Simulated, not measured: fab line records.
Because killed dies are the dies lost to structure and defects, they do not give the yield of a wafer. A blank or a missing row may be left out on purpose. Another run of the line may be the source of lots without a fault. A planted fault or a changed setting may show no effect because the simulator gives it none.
fab line records | flow nand-harc | part 1 of 2: steps 1 to 24 of 31
record lots=5 | wafers=15 | last-day=31
route steps=1302 shown A_STAIRCASE@639
lots that met no fault: taken from a fault-free run of the same line
start-h: hours from the record's first day to the start of the lot's first wafer shown | wait-h: time in hours since the lot's previous step | " same as the row above | L1.1+2: a row that stands for several wafers | - no value, or no start given | * or withheld: withheld | < > ~ a bound
route shown NAME@n: a module of which the file shows steps, and the number in the route of the first | usual: mean/standard deviation taken from wafers without a fault | same: alike in all rows | chamber/n: place in a boat | sites: per-site readings | _std_site: standard deviation of those values | _edge_site: inner sites' mean taken away from outer sites' mean | radius-mm: for every site, how far away it sits from the centre of the wafer | mask NAME#n: copy n | behind: the most recent tool/chamber to have shaped the wafer | hold: cause of the lot's hold/its duration in hours/its outcome | device: the n, p or np transistor that did not switch | end of line: tests of these same wafers at the route's end | where a step has no rows: the recipe by itself | killed: dies that structure and defects cost at the first sort, which is not the same as the wafer's yield | map: the dies of a wafer, with x for killed, . for not killed, _ for no die there
set.NAME: the setting as run; set.NAME@STEP: as run at that earlier step | model.NAME: the simulator's own value behind a step, which no gauge read
lots at selected steps of the route; one table per step, one row per wafer
services: when a tool's chamber went out of use (start-h, in hours from the record's first day, below 0 if earlier), for how many hours, and the reason
## steps
# step NHARC_A_STAIRCASE_DEP_156
# recipe target-thk-a=500 | temp-c=400 | target-thk-nm=50 | flow-sccm=200 | rf-w=450 | material=SiNx
# usual heater-power-w=740/120
lot.wafer | tool     | chamber | start-h | wait-h | heater-power-w
L076.1    | pecvd-01 | 0       | 376.09  | 0.1    | 736
L076.4    | "        | 2       | "       | "      | 801
L076.6    | "        | 0       | "       | "      | 708
L078.3    | pecvd-01 | 1       | 401.21  | 0.1    | 880
L078.1    | "        | 0       | "       | "      | 707
L078.5    | "        | 0       | "       | "      | 702
L082.3    | pecvd-04 | 0       | 434.46  | 0.1    | 727
L082.1    | "        | 1       | "       | "      | 668
L082.5    | "        | 1       | "       | "      | 657
L090.1    | pecvd-03 | 1       | 513.94  | 0.1    | 772
L090.6    | "        | 0       | "       | "      | 413
L090.5    | "        | 1       | "       | "      | 760
L094.3    | pecvd-01 | 0       | 551.40  | 0.1    | 660
L094.1    | "        | 2       | "       | "      | 789
L094.5    | "        | 1       | "       | "      | 926
# step NHARC_A_STAIRCASE_DEHYDRATE_158
# recipe temp-c=150 | time-s=120
# usual exhaust-pa=44.9/0.82 | heater-power-total-W=182.5/1.2
lot.wafer | tool           | chamber | start-h | wait-h | exhaust-pa | heater-power-total-W
L076.1    | litho-track-05 | 0       | 376.33  | 0.2    | 44.2       | 183.3
L076.4    | "              | 0       | "       | "      | 43.9       | 182.9
L076.6    | "              | 0       | "       | "      | 44.2       | 182.0
L078.1    | litho-track-03 | 0       | 401.48  | 0.2    | 43.2       | 181.1
L078.3    | "              | 0       | "       | "      | 43.7       | 183.4
L078.5    | "              | 0       | "       | "      | 43.3       | 181.3
L082.1    | litho-track-05 | 0       | 434.70  | 0.2    | 45.0       | 182.8
L082.3    | "              | 0       | "       | "      | 46.0       | 183.3
L082.5    | "              | 0       | "       | "      | 45.3       | 182.1
L090.1    | litho-track-05 | 0       | 514.15  | 0.2    | 44.3       | 182.8
L090.5    | "              | 0       | "       | "      | 45.6       | 180.8
L090.6    | "              | 0       | "       | "      | 44.3       | 181.7
L094.1    | litho-track-02 | 0       | 551.67  | 0.2    | 43.6       | 184.5
L094.3    | "              | 0       | "       | "      | 44.4       | 184.2
L094.5    | "              | 0       | "       | "      | 44.5       | 184.8
# step NHARC_A_STAIRCASE_HMDS_159
# recipe time-s=30
# usual exhaust-pa=45.0/0.9
lot.wafer | tool           | chamber | start-h | wait-h | exhaust-pa
L076.1    | litho-track-05 | 0       | -       | -      | 44.7
L076.4    | "              | 0       | "       | "      | 44.5
L076.6    | "              | 0       | "       | "      | 44.7
L078.1    | litho-track-03 | 0       | -       | -      | 46.1
L078.3    | "              | 0       | "       | "      | 45.9
L078.5    | "              | 0       | "       | "      | 47.1
L082.1    | litho-track-05 | 0       | -       | -      | 45.5
L082.3    | "              | 0       | "       | "      | 46.6
L082.5    | "              | 0       | "       | "      | 43.6
L090.1    | litho-track-05 | 0       | -       | -      | 44.2
L090.5    | "              | 0       | "       | "      | 44.3
L090.6    | "              | 0       | "       | "      | 45.8
L094.1    | litho-track-02 | 0       | -       | -      | 46.1
L094.3    | "              | 0       | "       | "      | 45.2
L094.5    | "              | 0       | "       | "      | 45.2
# step NHARC_A_STAIRCASE_COAT_160
# recipe spin-rpm=1200
# usual exhaust-pa=44.8/0.91
lot.wafer | tool           | chamber | start-h | wait-h | exhaust-pa
L076.1    | litho-track-05 | 0       | -       | -      | 46.3
L076.4    | "              | 0       | "       | "      | 45.1
L076.6    | "              | 0       | "       | "      | 45.9
L078.1    | litho-track-03 | 0       | -       | -      | 43.0
L078.3    | "              | 0       | "       | "      | 44.5
L078.5    | "              | 0       | "       | "      | 43.0
L082.1    | litho-track-05 | 0       | -       | -      | 44.9
L082.3    | "              | 0       | "       | "      | 44.9
L082.5    | "              | 0       | "       | "      | 45.7
L090.1    | litho-track-05 | 0       | -       | -      | 46.1
L090.5    | "              | 0       | "       | "      | 45.1
L090.6    | "              | 0       | "       | "      | 46.1
L094.1    | litho-track-02 | 0       | -       | -      | 45.8
L094.3    | "              | 0       | "       | "      | 43.5
L094.5    | "              | 0       | "       | "      | 44.1
# step NHARC_A_STAIRCASE_SOFTBAKE_161
# recipe temp-c=135 | time-s=170
# usual exhaust-pa=45.0/0.88 | heater-power-total-W=134.4/0.98
lot.wafer | tool           | chamber | start-h | wait-h | exhaust-pa | heater-power-total-W
L076.1    | litho-track-05 | 0       | -       | -      | 44.1       | 135.9
L076.4    | "              | 0       | "       | "      | 44.7       | 135.6
L076.6    | "              | 0       | "       | "      | 44.3       | 134.3
L078.1    | litho-track-03 | 0       | -       | -      | 45.1       | 136.3
L078.3    | "              | 0       | "       | "      | 44.3       | 135.4
L078.5    | "              | 0       | "       | "      | 44.5       | 133.4
L082.1    | litho-track-05 | 0       | -       | -      | 45.7       | 133.6
L082.3    | "              | 0       | "       | "      | 45.2       | 133.8
L082.5    | "              | 0       | "       | "      | 46.2       | 135.5
L090.1    | litho-track-05 | 0       | -       | -      | 45.2       | 135.6
L090.5    | "              | 0       | "       | "      | 45.2       | 133.3
L090.6    | "              | 0       | "       | "      | 45.0       | 133.2
L094.1    | litho-track-02 | 0       | -       | -      | 45.4       | 133.2
L094.3    | "              | 0       | "       | "      | 46.0       | 133.3
L094.5    | "              | 0       | "       | "      | 45.0       | 135.6
# step NHARC_A_STAIRCASE_EBR_162
# usual exhaust-pa=45.1/0.98
lot.wafer | tool           | chamber | start-h | wait-h | exhaust-pa
L076.1    | litho-track-05 | 0       | -       | -      | 46.3
L076.4    | "              | 0       | "       | "      | 45.5
L076.6    | "              | 0       | "       | "      | 46.2
L078.1    | litho-track-03 | 0       | -       | -      | 45.9
L078.3    | "              | 0       | "       | "      | 46.0
L078.5    | "              | 0       | "       | "      | 45.9
L082.1    | litho-track-05 | 0       | -       | -      | 45.0
L082.3    | "              | 0       | "       | "      | 46.4
L082.5    | "              | 0       | "       | "      | 45.7
L090.1    | litho-track-05 | 0       | -       | -      | 45.3
L090.5    | "              | 0       | "       | "      | 44.2
L090.6    | "              | 0       | "       | "      | 46.1
L094.1    | litho-track-02 | 0       | -       | -      | 46.8
L094.3    | "              | 0       | "       | "      | 46.0
L094.5    | "              | 0       | "       | "      | 46.3
# step NHARC_A_STAIRCASE_EXPOSE_163
# recipe na=0.5 | dose-mj=20.01 | mask-id=STAIR_OPEN
lot.wafer  | tool           | chamber | start-h | wait-h | mask
L076.1+4+6 | krf-scanner-01 | 0       | 376.66  | -      | STAIR_OPEN#0
L078.1+3+5 | krf-scanner-01 | 0       | 401.81  | -      | STAIR_OPEN#0
L082.1+3+5 | krf-scanner-02 | 0       | 435.04  | -      | STAIR_OPEN#0
L090.1+5+6 | krf-scanner-04 | 0       | 514.36  | -      | STAIR_OPEN#0
L094.1+3+5 | krf-scanner-02 | 0       | 551.88  | -      | STAIR_OPEN#0
# step NHARC_A_STAIRCASE_PEB_164
# recipe peb-temp-c=115 | peb-time-s=130
# usual exhaust-pa=44.8/0.85 | heater-power-total-W=123.87/0.19
lot.wafer | tool           | chamber | start-h | wait-h | exhaust-pa | heater-power-total-W
L076.1    | litho-track-03 | 0       | 376.73  | 0.1    | 44.1       | 124.02
L076.4    | "              | 0       | "       | "      | 45.7       | 123.91
L076.6    | "              | 0       | "       | "      | 44.4       | 123.99
L078.1    | litho-track-02 | 0       | 401.88  | 0.1    | 45.1       | 123.53
L078.3    | "              | 0       | "       | "      | 44.6       | 124.04
L078.5    | "              | 0       | "       | "      | 44.9       | 123.81
L082.1    | litho-track-05 | 0       | 435.10  | 0.1    | 44.7       | 123.75
L082.3    | "              | 0       | "       | "      | 44.1       | 124.00
L082.5    | "              | 0       | "       | "      | 44.5       | 124.06
L090.1    | litho-track-05 | 0       | 514.42  | 0.1    | 43.8       | 123.98
L090.5    | "              | 0       | "       | "      | 43.7       | 123.64
L090.6    | "              | 0       | "       | "      | 44.2       | 123.95
L094.1    | litho-track-05 | 0       | 551.94  | 0.1    | 45.3       | 124.11
L094.3    | "              | 0       | "       | "      | 45.9       | 123.68
L094.5    | "              | 0       | "       | "      | 45.0       | 124.00
# step NHARC_A_STAIRCASE_DEVELOP_165
# recipe time-s=140
# usual exhaust-pa=45.3/0.93
lot.wafer | tool           | chamber | start-h | wait-h | exhaust-pa
L076.1    | litho-track-03 | 0       | -       | -      | 46.0
L076.4    | "              | 0       | "       | "      | 45.6
L076.6    | "              | 0       | "       | "      | 46.2
L078.1    | litho-track-02 | 0       | -       | -      | 45.2
L078.3    | "              | 0       | "       | "      | 44.8
L078.5    | "              | 0       | "       | "      | 44.9
L082.1    | litho-track-05 | 0       | -       | -      | 45.6
L082.3    | "              | 0       | "       | "      | 44.5
L082.5    | "              | 0       | "       | "      | 43.9
L090.1    | litho-track-05 | 0       | -       | -      | 44.1
L090.5    | "              | 0       | "       | "      | 44.7
L090.6    | "              | 0       | "       | "      | 45.4
L094.1    | litho-track-05 | 0       | -       | -      | 45.0
L094.3    | "              | 0       | "       | "      | 46.3
L094.5    | "              | 0       | "       | "      | 45.4
# step NHARC_A_STAIRCASE_HARDBAKE_167
# recipe temp-c=120 | time-s=140
# usual exhaust-pa=45.0/0.93 | heater-power-total-W=127.33/0.2
lot.wafer | tool           | chamber | start-h | wait-h | exhaust-pa | heater-power-total-W
L076.1    | litho-track-05 | 0       | 376.94  | -      | 43.7       | 127.41
L076.4    | "              | 0       | "       | "      | 45.1       | 127.50
L076.6    | "              | 0       | "       | "      | 45.9       | 127.11
L078.1    | litho-track-05 | 0       | 402.10  | -      | 46.0       | 127.24
L078.3    | "              | 0       | "       | "      | 45.8       | 127.29
L078.5    | "              | 0       | "       | "      | 47.2       | 127.22
L082.1    | litho-track-05 | 0       | 435.32  | -      | 46.3       | 127.55
L082.3    | "              | 0       | "       | "      | 45.4       | 127.41
L082.5    | "              | 0       | "       | "      | 45.2       | 127.55
L090.1    | litho-track-03 | 0       | 514.64  | -      | 44.4       | 127.12
L090.5    | "              | 0       | "       | "      | 44.7       | 127.47
L090.6    | "              | 0       | "       | "      | 44.7       | 127.13
L094.1    | litho-track-03 | 0       | 552.16  | -      | 45.3       | 127.53
L094.3    | "              | 0       | "       | "      | 45.2       | 127.34
L094.5    | "              | 0       | "       | "      | 45.0       | 127.33
# step NHARC_A_STAIRCASE_DESCUM_168
# recipe time-s=3 | o2-flow-sccm=200 | ar-flow-sccm=0 | bias-power-w=0 | chemistry=O2
# usual drypump-motor-current-A=5.7/0.34 | oes-product-au=0.999/0.015 | rf-vpp-V=57.6/0.89 | showerhead-plenum-p-Torr=1.92/0.095 | throttle-valve-pct=11.311/0.0093
lot.wafer | tool        | chamber | start-h | wait-h | drypump-motor-current-A | oes-product-au | rf-hours-counter-h | rf-vpp-V | showerhead-plenum-p-Torr | throttle-valve-pct
L076.1    | rie-diel-13 | 2       | 377.04  | -      | 5.2                     | 1.005          | 8                  | 58.8     | 1.99                     | 11.297
L076.4    | "           | 0       | "       | "      | 5.6                     | 0.992          | 10                 | 57.6     | 1.91                     | 11.314
L076.6    | "           | 2       | "       | "      | 5.2                     | 1.017          | -                  | 58.0     | 1.99                     | 11.314
L078.1    | rie-diel-09 | 0       | 402.19  | -      | 6.0                     | 0.989          | 29                 | 58.8     | 2.05                     | 11.312
L078.3    | "           | 2       | "       | "      | 6.2                     | 1.006          | 22                 | 57.6     | 1.98                     | 11.330
L078.5    | "           | 1       | "       | "      | 5.9                     | 1.002          | -                  | 56.5     | 1.84                     | 11.294
L082.3    | rie-diel-09 | 1       | 435.41  | -      | 5.9                     | 0.998          | 31                 | 57.0     | 1.84                     | 11.308
L082.1    | "           | 2       | "       | "      | 6.2                     | 0.985          | 36                 | 57.5     | 1.98                     | 11.314
L082.5    | "           | 3       | "       | "      | 5.4                     | 1.001          | -                  | 56.8     | 1.86                     | 11.305
L090.1    | rie-diel-04 | 0       | 515.15  | -      | 5.7                     | 1.009          | 41                 | 58.2     | 2.02                     | 11.302
L090.5    | "           | 1       | "       | "      | 5.4                     | 0.988          | -                  | 57.8     | 1.88                     | 11.304
L090.6    | "           | 2       | "       | "      | 5.6                     | 0.991          | -                  | 58.3     | 1.77                     | 11.308
L094.1    | rie-diel-09 | 1       | 552.26  | -      | 5.9                     | 0.983          | 16                 | 55.5     | 1.83                     | 11.314
L094.3    | "           | 3       | "       | "      | 5.4                     | 1.013          | 19                 | 55.7     | 1.85                     | 11.309
L094.5    | "           | 0       | "       | "      | 6.0                     | 0.990          | -                  | 57.5     | 2.03                     | 11.314
# step NHARC_A_STAIRCASE_ETCH_169
# recipe target-depth-a=500 | time-s=107.1 | ion-energy-ev=120 | ch3f-flow-sccm=50 | o2-flow-sccm=30 | ar-flow-sccm=200 | rf-w=500 | bias-w=100 | chemistry=CH3F/O2
# usual drypump-motor-current-A=5.7/0.33 | oes-product-au=0.958/0.02 | rf-vpp-V=244.3/1.8 | showerhead-plenum-p-Torr=2.45/0.12 | throttle-valve-pct=20.663/0.0091
lot.wafer | tool        | chamber | start-h | wait-h | drypump-motor-current-A | oes-product-au | rf-hours-counter-h | rf-vpp-V | showerhead-plenum-p-Torr | throttle-valve-pct
L076.4    | rie-diel-13 | 0       | 377.12  | 0.1    | 5.6                     | 0.939          | 10                 | 245.3    | 2.46                     | 20.666
L076.1    | "           | 2       | "       | "      | 5.2                     | 0.957          | 8                  | 244.7    | 2.55                     | 20.667
L076.6    | "           | 1       | "       | "      | 5.9                     | 0.963          | -                  | 242.4    | 2.32                     | 20.668
L078.1    | rie-diel-09 | 3       | 402.29  | 0.1    | 5.3                     | 0.976          | 25                 | 242.2    | 2.40                     | 20.658
L078.3    | "           | 0       | "       | "      | 6.0                     | 0.950          | 29                 | 247.3    | 2.63                     | 20.669
L078.5    | "           | 1       | "       | "      | 5.9                     | 0.959          | -                  | 242.5    | 2.37                     | 20.673
L082.1    | rie-diel-09 | 2       | 435.66  | 0.2    | 6.2                     | 0.936          | 36                 | 246.1    | 2.54                     | 20.655
L082.3    | "           | 1       | "       | "      | 6.0                     | 0.942          | 31                 | 243.1    | 2.37                     | 20.664
L082.5    | "           | 3       | "       | "      | 5.3                     | 0.946          | -                  | 243.2    | 2.39                     | 20.672
L090.1    | rie-diel-04 | 2       | 515.28  | 0.1    | 5.6                     | 0.934          | 48                 | 242.3    | 2.28                     | 20.659
L090.6    | "           | 2       | "       | "      | 5.6                     | 0.930          | -                  | 242.1    | 2.28                     | 20.651
L090.5    | "           | 3       | "       | "      | 6.2                     | 0.929          | -                  | 240.5    | 2.33                     | 20.664
L094.3    | rie-diel-09 | 1       | 552.34  | 0.1    | 5.9                     | 0.949          | 16                 | 243.5    | 2.36                     | 20.676
L094.1    | "           | 2       | "       | "      | 6.2                     | 0.978          | 17                 | 244.4    | 2.52                     | 20.660
L094.5    | "           | 2       | "       | "      | 6.2                     | 0.968          | -                  | 244.6    | 2.52                     | 20.664
# step NHARC_A_STAIRCASE_ETCH_170
# recipe target-depth-a=2000 | time-s=66.667 | ion-energy-ev=250 | c4f6-flow-sccm=25 | o2-flow-sccm=20 | ar-flow-sccm=500 | rf-w=600 | bias-w=500 | chemistry=C4F6/O2
# usual drypump-motor-current-A=5.7/0.34 | oes-product-au=0.975/0.017 | rf-vpp-V=547/3.8 | showerhead-plenum-p-Torr=3.93/0.18 | throttle-valve-pct=26.903/0.0095
lot.wafer | tool        | chamber | start-h | wait-h | drypump-motor-current-A | oes-product-au | rf-hours-counter-h | rf-vpp-V | showerhead-plenum-p-Torr | throttle-valve-pct
L076.4    | rie-diel-13 | 2       | -       | -      | 5.2                     | 0.965          | 8                  | 550      | 4.06                     | 26.902
L076.1    | "           | 1       | "       | "      | 5.9                     | 0.974          | 9                  | 542      | 3.72                     | 26.912
L076.6    | "           | 2       | "       | "      | 5.2                     | 0.973          | -                  | 551      | 4.06                     | 26.906
L078.3    | rie-diel-09 | 0       | -       | -      | 6.0                     | 0.952          | 29                 | 553      | 4.18                     | 26.911
L078.1    | "           | 3       | "       | "      | 5.4                     | 0.980          | 25                 | 545      | 3.83                     | 26.897
L078.5    | "           | 0       | "       | "      | 6.0                     | 0.947          | -                  | 552      | 4.18                     | 26.918
L082.3    | rie-diel-09 | 1       | -       | -      | 6.0                     | 0.993          | 31                 | 543      | 3.79                     | 26.891
L082.1    | "           | 2       | "       | "      | 6.2                     | 0.976          | 36                 | 552      | 4.04                     | 26.912
L082.5    | "           | 2       | "       | "      | 6.2                     | 0.966          | -                  | 549      | 4.04                     | 26.902
L090.1    | rie-diel-04 | 2       | -       | -      | 5.6                     | 0.973          | 50                 | 540      | 3.65                     | 26.911
L090.5    | "           | 2       | "       | "      | 5.6                     | 0.975          | -                  | 539      | 3.65                     | 26.902
L090.6    | "           | 3       | "       | "      | 6.1                     | 0.978          | -                  | 541      | 3.73                     | 26.926
L094.3    | rie-diel-09 | 0       | -       | -      | 6.0                     | 0.952          | 18                 | 551      | 4.15                     | 26.906
L094.1    | "           | 1       | "       | "      | 5.9                     | 0.967          | 16                 | 543      | 3.77                     | 26.910
L094.5    | "           | 3       | "       | "      | 5.4                     | 1.010          | -                  | 543      | 3.80                     | 26.894
# step NHARC_A_STAIRCASE_STRIP_171
# recipe power-w=1500 | temp-c=250 | chemistry=O2
# usual drypump-motor-current-A=5.78/0.29 | heater-power-w=338/48
lot.wafer | tool            | chamber | start-h | wait-h | drypump-motor-current-A | heater-power-w | rf-hours-counter-h
L076.1    | plasma-asher-02 | 1       | 377.40  | -      | 6.05                    | 367            | 25
L076.4    | "               | 0       | "       | "      | 6.00                    | 241            | -
L076.6    | "               | 1       | "       | "      | 6.05                    | 372            | -
L078.1    | plasma-asher-01 | 1       | 402.55  | -      | 5.97                    | 381            | 10
L078.3    | "               | 1       | "       | "      | 5.97                    | 373            | -
L078.5    | "               | 1       | "       | "      | 5.92                    | 379            | -
L082.1    | plasma-asher-02 | 1       | 436.11  | -      | 6.05                    | 365            | 0
L082.3    | "               | 0       | "       | "      | 6.00                    | 246            | -
L082.5    | "               | 0       | "       | "      | 6.00                    | 247            | -
L090.1    | plasma-asher-01 | 0       | 518.33  | -      | 5.42                    | 332            | 33
L090.6    | "               | 0       | "       | "      | 5.38                    | 339            | -
L090.5    | "               | 1       | "       | "      | 5.91                    | 380            | -
L094.1    | plasma-asher-02 | 0       | 552.62  | -      | 5.97                    | 245            | 25
L094.3    | "               | 1       | "       | "      | 6.06                    | 370            | -
L094.5    | "               | 1       | "       | "      | 6.06                    | 368            | -
# step NHARC_A_STAIRCASE_STRIP_172
# recipe time-s=900 | temp-c=130 | chemistry=SPM
lot.wafer  | tool         | chamber | start-h | wait-h
L076.1+4+6 | wet-bench-06 | 7,2,3   | 377.71  | 0.3
L078.5+3+1 | wet-bench-01 | 3,7,0   | 402.85  | 0.1
L082.1+3+5 | wet-bench-06 | 5,6,7   | 436.41  | 0.3
L090.1+6+5 | wet-bench-01 | 3,5,6   | 518.68  | 0.3
L094.3+5+1 | wet-bench-01 | 2,4,5   | 552.96  | 0.2
# step NHARC_A_STAIRCASE_PRECLEAN_173
# recipe time-s=* | temp-c=50 | bath-age-min=0 | chemistry=SC1
# usual sc1-h2o2-end-mol-l=0.3698/0.00067
# same bath-age-min=0
lot.wafer | tool         | chamber | start-h | wait-h | sc1-h2o2-end-mol-l
L076.1    | wet-bench-06 | 7       | -       | -      | 0.3700
L076.4    | "            | 2       | "       | "      | 0.3694
L076.6    | "            | 3       | "       | "      | 0.3698
L078.5    | wet-bench-01 | 3       | -       | -      | 0.3697
L078.3    | "            | 7       | "       | "      | 0.3688
L078.1    | "            | 0       | "       | "      | 0.3682
L082.1    | wet-bench-06 | 5       | -       | -      | 0.3694
L082.3    | "            | 6       | "       | "      | 0.3709
L082.5    | "            | 7       | "       | "      | 0.3699
L090.1    | wet-bench-01 | 3       | -       | -      | 0.3695
L090.6    | "            | 5       | "       | "      | 0.3713
L090.5    | "            | 6       | "       | "      | 0.3710
L094.3    | wet-bench-01 | 2       | -       | -      | 0.3701
L094.5    | "            | 4       | "       | "      | 0.3706
L094.1    | "            | 5       | "       | "      | 0.3688
# step NHARC_A_STAIRCASE_SRD_174
lot.wafer  | tool         | chamber | start-h | wait-h
L076.1+4+6 | wet-bench-06 | 7,2,3   | -       | -
L078.5+3+1 | wet-bench-01 | 3,7,0   | -       | -
L082.1+3+5 | wet-bench-06 | 5,6,7   | -       | -
L090.1+6+5 | wet-bench-01 | 3,5,6   | -       | -
L094.3+5+1 | wet-bench-01 | 2,4,5   | -       | -
# step NHARC_A_STAIRCASE_DEHYDRATE_01
# recipe temp-c=150 | time-s=120
# usual exhaust-pa=45.0/0.95 | heater-power-total-W=182.5/1.2
lot.wafer | tool           | chamber | start-h | wait-h | exhaust-pa | heater-power-total-W
L076.1    | litho-track-05 | 0       | 378.16  | -      | 45.1       | 182.4
L076.4    | "              | 0       | "       | "      | 44.7       | 183.9
L076.6    | "              | 0       | "       | "      | 43.9       | 183.6
L078.1    | litho-track-05 | 0       | 403.31  | -      | 45.7       | 182.8
L078.3    | "              | 0       | "       | "      | 46.4       | 181.1
L078.5    | "              | 0       | "       | "      | 46.5       | 180.8
L082.1    | litho-track-02 | 0       | 436.86  | -      | 45.4       | 183.3
L082.3    | "              | 0       | "       | "      | 45.1       | 181.4
L082.5    | "              | 0       | "       | "      | 45.5       | 182.0
L090.1    | litho-track-05 | 0       | 519.13  | -      | 45.3       | 181.5
L090.5    | "              | 0       | "       | "      | 46.3       | 182.3
L090.6    | "              | 0       | "       | "      | 45.8       | 184.6
L094.1    | litho-track-02 | 0       | 553.47  | -      | 45.1       | 181.0
L094.3    | "              | 0       | "       | "      | 44.8       | 181.3
L094.5    | "              | 0       | "       | "      | 46.2       | 183.3
# step NHARC_A_STAIRCASE_HMDS_02
# recipe time-s=30
# usual exhaust-pa=45.0/0.78
lot.wafer | tool           | chamber | start-h | wait-h | exhaust-pa
L076.1    | litho-track-05 | 0       | -       | -      | 45.0
L076.4    | "              | 0       | "       | "      | 45.1
L076.6    | "              | 0       | "       | "      | 44.6
L078.1    | litho-track-05 | 0       | -       | -      | 45.0
L078.3    | "              | 0       | "       | "      | 44.0
L078.5    | "              | 0       | "       | "      | 44.4
L082.1    | litho-track-02 | 0       | -       | -      | 45.5
L082.3    | "              | 0       | "       | "      | 45.3
L082.5    | "              | 0       | "       | "      | 44.8
L090.1    | litho-track-05 | 0       | -       | -      | 43.4
L090.5    | "              | 0       | "       | "      | 45.7
L090.6    | "              | 0       | "       | "      | 46.1
L094.1    | litho-track-02 | 0       | -       | -      | 44.8
L094.3    | "              | 0       | "       | "      | 45.0
L094.5    | "              | 0       | "       | "      | 46.4
# step NHARC_A_STAIRCASE_COAT_03
# recipe spin-rpm=1200
# usual exhaust-pa=45.0/0.99
lot.wafer | tool           | chamber | start-h | wait-h | exhaust-pa
L076.1    | litho-track-05 | 0       | -       | -      | 44.1
L076.4    | "              | 0       | "       | "      | 44.0
L076.6    | "              | 0       | "       | "      | 44.4
L078.1    | litho-track-05 | 0       | -       | -      | 43.7
L078.3    | "              | 0       | "       | "      | 44.7
L078.5    | "              | 0       | "       | "      | 44.0
L082.1    | litho-track-02 | 0       | -       | -      | 44.8
L082.3    | "              | 0       | "       | "      | 43.6
L082.5    | "              | 0       | "       | "      | 44.9
L090.1    | litho-track-05 | 0       | -       | -      | 45.2
L090.5    | "              | 0       | "       | "      | 46.5
L090.6    | "              | 0       | "       | "      | 46.4
L094.1    | litho-track-02 | 0       | -       | -      | 45.8
L094.3    | "              | 0       | "       | "      | 44.9
L094.5    | "              | 0       | "       | "      | 43.9
# step NHARC_A_STAIRCASE_SOFTBAKE_04
# recipe temp-c=135 | time-s=170
# usual exhaust-pa=44.9/0.87 | heater-power-total-W=134.4/1
lot.wafer | tool           | chamber | start-h | wait-h | exhaust-pa | heater-power-total-W
L076.1    | litho-track-05 | 0       | -       | -      | 44.6       | 133.6
L076.4    | "              | 0       | "       | "      | 46.4       | 134.1
L076.6    | "              | 0       | "       | "      | 45.6       | 134.3
L078.1    | litho-track-05 | 0       | -       | -      | 46.1       | 133.5
L078.3    | "              | 0       | "       | "      | 45.9       | 133.2
L078.5    | "              | 0       | "       | "      | 45.5       | 134.9
L082.1    | litho-track-02 | 0       | -       | -      | 44.9       | 134.0
L082.3    | "              | 0       | "       | "      | 44.3       | 134.5
L082.5    | "              | 0       | "       | "      | 44.9       | 134.2
L090.1    | litho-track-05 | 0       | -       | -      | 44.3       | 135.4
L090.5    | "              | 0       | "       | "      | 43.3       | 136.1
L090.6    | "              | 0       | "       | "      | 45.1       | 135.4
L094.1    | litho-track-02 | 0       | -       | -      | 43.6       | 134.1
L094.3    | "              | 0       | "       | "      | 45.0       | 135.6
L094.5    | "              | 0       | "       | "      | 44.9       | 135.8
# step NHARC_A_STAIRCASE_EBR_05
# usual exhaust-pa=44.8/0.88
lot.wafer | tool           | chamber | start-h | wait-h | exhaust-pa
L076.1    | litho-track-05 | 0       | -       | -      | 44.2
L076.4    | "              | 0       | "       | "      | 44.0
L076.6    | "              | 0       | "       | "      | 45.6
L078.1    | litho-track-05 | 0       | -       | -      | 44.4
L078.3    | "              | 0       | "       | "      | 44.7
L078.5    | "              | 0       | "       | "      | 45.4
L082.1    | litho-track-02 | 0       | -       | -      | 43.0
L082.3    | "              | 0       | "       | "      | 44.2
L082.5    | "              | 0       | "       | "      | 43.8
L090.1    | litho-track-05 | 0       | -       | -      | 44.2
L090.5    | "              | 0       | "       | "      | 44.7
L090.6    | "              | 0       | "       | "      | 44.6
L094.1    | litho-track-02 | 0       | -       | -      | 44.8
L094.3    | "              | 0       | "       | "      | 45.5
L094.5    | "              | 0       | "       | "      | 45.0
# step NHARC_A_STAIRCASE_EXPOSE_06
# recipe na=0.5 | dose-mj=25.43 | mask-id=STAIR
lot.wafer  | tool           | chamber | start-h | wait-h | mask
L076.1+4+6 | krf-scanner-02 | 0       | 378.49  | -      | STAIR#0
L078.1+3+5 | krf-scanner-04 | 0       | 403.65  | -      | STAIR#0
L082.1+3+5 | krf-scanner-04 | 0       | 437.07  | -      | STAIR#0
L090.1+5+6 | krf-scanner-01 | 0       | 519.47  | -      | STAIR#0
L094.1+3+5 | krf-scanner-04 | 0       | 553.67  | -      | STAIR#0
# step NHARC_A_STAIRCASE_PEB_07
# recipe peb-temp-c=115 | peb-time-s=130
# usual exhaust-pa=45.2/0.91 | heater-power-total-W=123.86/0.19
lot.wafer | tool           | chamber | start-h | wait-h | exhaust-pa | heater-power-total-W
L076.1    | litho-track-05 | 0       | 378.56  | 0.1    | 44.6       | 123.81
L076.4    | "              | 0       | "       | "      | 45.5       | 123.61
L076.6    | "              | 0       | "       | "      | 44.3       | 123.77
L078.1    | litho-track-05 | 0       | 403.71  | 0.1    | 45.4       | 123.84
L078.3    | "              | 0       | "       | "      | 46.4       | 123.95
L078.5    | "              | 0       | "       | "      | 46.3       | 124.01
L082.1    | litho-track-03 | 0       | 437.13  | 0.1    | 46.1       | 124.09
L082.3    | "              | 0       | "       | "      | 45.0       | 124.15
L082.5    | "              | 0       | "       | "      | 44.6       | 124.13
L090.1    | litho-track-03 | 0       | 519.53  | 0.1    | 44.8       | 123.70
L090.5    | "              | 0       | "       | "      | 45.5       | 123.81
L090.6    | "              | 0       | "       | "      | 45.8       | 123.83
L094.1    | litho-track-05 | 0       | 553.74  | 0.1    | 44.4       | 123.94
L094.3    | "              | 0       | "       | "      | 46.0       | 123.91
L094.5    | "              | 0       | "       | "      | 44.7       | 123.91
